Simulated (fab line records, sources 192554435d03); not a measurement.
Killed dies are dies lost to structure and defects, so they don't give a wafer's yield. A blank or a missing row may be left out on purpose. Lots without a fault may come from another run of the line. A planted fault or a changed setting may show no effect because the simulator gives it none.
Split-lot experiment | flow n5_finfet | 7 lots, 39 wafers read, on a route of 1938 steps

THE SPLIT
At N5_SD_EPI_N_ETCH_45 (etches SiOCN in CH3F/O2, target depth 6 nm), the setting target_depth_a was moved away from the recipe's 60 angstrom on 15 of the 39 wafers read, by -45.4% to +52.3%. The other wafers ran this setting at the recipe's value.

The reading is taken at the split's own step.

THE READING
etch.depth_nm (the simulator's own value, which no gauge read), in nm, at N5_SD_EPI_N_ETCH_45 (etches SiOCN in CH3F/O2, target depth 6 nm). The file gives no usual value for it. The 24 wafers here that ran the recipe average 5.981 nm, standard deviation 0.095 nm.

wafer  | tool, chamber at the split | target_depth_a as run, angstrom | against the recipe | etch.depth_nm, nm | against lot-mates on the recipe
L075.3 | rie_diel-05, 1             | 60                              | recipe             | 6.027             | -
L075.4 | rie_diel-05, 2             | 60                              | recipe             | 5.905             | -
L075.5 | rie_diel-05, 2             | 60                              | recipe             | 5.848             | -
L077.1 | rie_diel-05, 3             | 33.65                           | -43.9%             | 3.307             | -2.624
L077.2 | rie_diel-05, 0             | 60                              | recipe             | 5.793             | -
L077.3 | rie_diel-05, 2             | 33.65                           | -43.9%             | 3.327             | -2.604
L077.4 | rie_diel-05, 1             | 60                              | recipe             | 6.039             | -
L077.5 | rie_diel-05, 1             | 60                              | recipe             | 5.961             | -
L077.6 | rie_diel-05, 2             | 33.65                           | -43.9%             | 3.305             | -2.626
L081.1 | rie_diel-04, 1             | 83.56                           | +39.3%             | 8.466             | +2.325
L081.2 | rie_diel-04, 3             | 83.56                           | +39.3%             | 8.649             | +2.508
L081.3 | rie_diel-04, 2             | 83.56                           | +39.3%             | 8.638             | +2.497
L081.4 | rie_diel-04, 0             | 60                              | recipe             | 6.128             | -
L081.5 | rie_diel-04, 1             | 60                              | recipe             | 6.086             | -
L081.6 | rie_diel-04, 2             | 60                              | recipe             | 6.208             | -
L090.1 | rie_diel-06, 3             | 73.3                            | +22.2%             | 7.394             | +1.374
L090.2 | rie_diel-06, 0             | 60                              | recipe             | 6.138             | -
L090.3 | rie_diel-06, 2             | 60                              | recipe             | 5.91              | -
L090.4 | rie_diel-06, 1             | 60                              | recipe             | 6.013             | -
L090.5 | rie_diel-06, 2             | 73.3                            | +22.2%             | 7.211             | +1.191
L090.6 | rie_diel-06, 3             | 73.3                            | +22.2%             | 7.418             | +1.398
L091.1 | rie_diel-06, 2             | 91.38                           | +52.3%             | 8.996             | +2.986
L091.2 | rie_diel-06, 3             | 60                              | recipe             | 6.026             | -
L091.3 | rie_diel-06, 1             | 60                              | recipe             | 5.985             | -
L091.4 | rie_diel-06, 0             | 91.38                           | +52.3%             | 9.347             | +3.337
L091.5 | rie_diel-06, 2             | 91.38                           | +52.3%             | 8.97              | +2.960
L091.6 | rie_diel-06, 3             | 60                              | recipe             | 6.018             | -
L092.1 | rie_diel-05, 3             | 60                              | recipe             | 5.997             | -
L092.2 | rie_diel-05, 0             | 60                              | recipe             | 5.893             | -
L092.3 | rie_diel-05, 0             | 32.75                           | -45.4%             | 3.242             | -2.731
L092.4 | rie_diel-05, 3             | 60                              | recipe             | 6.029             | -
L092.5 | rie_diel-05, 0             | 32.75                           | -45.4%             | 3.218             | -2.755
L092.6 | rie_diel-05, 3             | 32.75                           | -45.4%             | 3.269             | -2.704
L097.1 | rie_diel-05, 3             | 60                              | recipe             | 5.95              | -
L097.2 | rie_diel-05, 0             | 60                              | recipe             | 5.896             | -
L097.3 | rie_diel-05, 0             | 60                              | recipe             | 5.904             | -
L097.4 | rie_diel-05, 3             | 60                              | recipe             | 5.965             | -
L097.5 | rie_diel-05, 3             | 60                              | recipe             | 5.939             | -
L097.6 | rie_diel-05, 0             | 60                              | recipe             | 5.887             | -

THE FIT
A straight line over all 39 wafers: etch.depth_nm changes by +0.0613 nm for each +1% of target_depth_a; r = +1.00; the points scatter about the line by 0.12 nm.
The same after taking each lot's own level away (the mean of its wafers on the recipe; 39 wafers): +0.06 nm for each +1%; r = +1.00; scatter 0.085 nm.
On that fit, the largest move of target_depth_a shifts the reading by 3.1 nm.
The lots' own levels span 5.9235 to 6.1407 nm, that is 2.3 times the standard deviation above.
So the lot-to-lot level changes the slope little: the two slopes agree.
Check: with one of the wafers moved furthest among these (+52.3%) left out of the fit, the line predicts +3.17 nm for it against its lot-mates. It came out at +2.99 nm against them.

OTHER SPLITS ON THESE WAFERS
These wafers also went through other splits before the reading. Each is held against what the fit with the lots' levels taken away leaves over:
other split on the same wafers | wafers away from the commonest value | r with etch.depth_nm (lot level and that fit taken away)
N5_FIN_SAQP_PECVD_06 time_s    | 12                                   | +0.23

THE FILE'S OWN FIT
etch.depth_nm changes by +0.0601 nm for each +1% of target_depth_a, r = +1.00.
